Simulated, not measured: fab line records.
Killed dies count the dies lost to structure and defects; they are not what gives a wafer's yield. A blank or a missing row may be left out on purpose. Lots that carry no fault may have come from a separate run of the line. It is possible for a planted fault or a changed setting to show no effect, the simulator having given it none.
Chamber matching | flow n5-finfet | N5_BEOL_M8_DESCUM_33 on rie-diel-06: 4 sister chambers
The step chemistry O2, time 7 s. 4 wafers are shown with their chamber, then 10 later ones without.

== WAFERS WITH THEIR CHAMBER ==
wafer  | chamber | showerhead-plenum-p-Torr (Torr)
L082.4 | 3       | 2.00
L082.5 | 1       | 2.08
L091.2 | 0       | 2.04
L091.4 | 2       | 2.05

== WAFERS WHOSE CHAMBER IS MISSING ==
wafer  | showerhead-plenum-p-Torr (Torr)
L091.5 | 2.04
L095.3 | 2.05
L095.4 | 2.07
L095.5 | 1.99
L094.2 | 2.04
L094.3 | 2.07
L094.5 | 2.05
L097.1 | 2.03
L097.2 | 2.07
L097.3 | 1.99

== CHAMBER TAKEN BY EACH ==
wafer  | from the rows above     | in truth
L091.5 | can't be placed: 0 or 2 | 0
L095.3 | can't be placed: 2 or 0 | 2
L095.4 | can't be placed: 1 or 2 | 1
L095.5 | 3                       | 3
L094.2 | can't be placed: 0 or 2 | 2
L094.3 | can't be placed: 1 or 2 | 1
L094.5 | can't be placed: 2 or 0 | 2
L097.1 | can't be placed: 0 or 2 | 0
L097.2 | can't be placed: 1 or 2 | 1
L097.3 | 3                       | 3
Correct placement for 2 of the 10. Can't be placed from these rows: 8 (the true chamber is among the candidates in 8). 0 placed wrongly.
How it was worked out, from the rows above alone: a wafer's distance from a chamber is the root of the sum, over the readings, of the square of ((its reading less the chamber's mean) divided by the reading's scatter). The wafer belongs to the nearest chamber; if the next one is less than 2 further off, it can't be placed. For every chamber, the mean is computed from those of its wafers that are shown. The scatter (one wafer shown for each chamber): square how far every hidden wafer sits from the nearest shown wafer, average those squares and take the square root.
